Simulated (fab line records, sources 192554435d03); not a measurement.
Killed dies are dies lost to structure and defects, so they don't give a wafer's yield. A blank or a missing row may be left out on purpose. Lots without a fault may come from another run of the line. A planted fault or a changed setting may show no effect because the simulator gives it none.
Chamber matching | flow n5_finfet | N5_BEOL_M10_ILD_DEP_00 on pecvd-01: 3 sister chambers
The step deposits SiCOH lowk from DEMS/porogen, target thk 308.51 nm, time 58 s. 18 wafers are shown with their chamber, then 9 later ones without.

WAFERS WITH THEIR CHAMBER
wafer  | chamber | showerhead_plenum_p_Torr (Torr) | throttle_valve_pct (%) | heater_power_w (W)
L077.1 | 0       | 5.765                           | 14.1                   | 392
L077.3 | 2       | 5.734                           | 13.9                   | 323
L077.6 | 2       | 5.722                           | 14.1                   | 262
L078.3 | 2       | 5.743                           | 13.5                   | 320
L078.4 | 1       | 5.709                           | 14.4                   | 354
L078.5 | 0       | 5.757                           | 14.0                   | 340
L081.2 | 2       | 5.733                           | 13.7                   | 290
L081.3 | 0       | 5.760                           | 14.3                   | 337
L081.5 | 0       | 5.765                           | 14.3                   | 346
L074.1 | 1       | 5.748                           | 14.2                   | 340
L074.5 | 0       | 5.747                           | 14.2                   | 353
L074.6 | 2       | 5.738                           | 13.5                   | 320
L082.1 | 1       | 5.713                           | 14.3                   | 320
L082.2 | 0       | 5.757                           | 13.9                   | 358
L082.4 | 1       | 5.714                           | 14.5                   | 324
L084.1 | 0       | 5.749                           | 14.2                   | 376
L084.2 | 1       | 5.708                           | 14.3                   | 363
L084.6 | 0       | 5.775                           | 14.4                   | 370

SIGNATURES (means of the wafers above)
reading                  | chamber 0 | chamber 1 | chamber 2 | scatter within a chamber
showerhead_plenum_p_Torr | 5.75937   | 5.71840   | 5.73400   | 0.0114
throttle_valve_pct       | 14.175    | 14.340    | 13.740    | 0.186
heater_power_w           | 359.00    | 340.20    | 303.00    | 21.2
Rule: a wafer's distance from a chamber is the root of the sum, over the readings, of the square of ((its reading less the chamber's mean) divided by the reading's scatter). The wafer belongs to the nearest chamber; if the next one is less than 2 further off, it can't be placed. The scatter: the root of (the sum of the squares of (reading less its chamber's mean) over the shown wafers, divided by (wafers less chambers)).

WAFERS WITHOUT THEIR CHAMBER
wafer  | showerhead_plenum_p_Torr (Torr) | throttle_valve_pct (%) | heater_power_w (W)
L086.1 | 5.739                           | 13.8                   | 296
L086.3 | 5.755                           | 14.0                   | 385
L086.6 | 5.767                           | 14.2                   | 308
L090.1 | 5.717                           | 14.2                   | 355
L090.4 | 5.732                           | 13.8                   | 323
L090.5 | 5.760                           | 13.9                   | 380
L093.1 | 5.766                           | 14.5                   | 393
L093.2 | 5.727                           | 14.3                   | 352
L093.4 | 5.735                           | 14.2                   | 356

WHICH CHAMBER EACH WENT THROUGH
wafer  | from the rows above          | in truth
L086.1 | 2                            | 2
L086.3 | 0                            | 0
L086.6 | can't be placed: 0 or 2      | 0
L090.1 | 1                            | 1
L090.4 | 2                            | 2
L090.5 | 0                            | 0
L093.1 | 0                            | 0
L093.2 | can't be placed: 1 or 0      | 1
L093.4 | can't be placed: 1 or 0 or 2 | 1
Placed correctly: 6 of 9. Can't be placed from these rows: 3 (the true chamber is among the candidates in 3). Placed wrongly: 0.
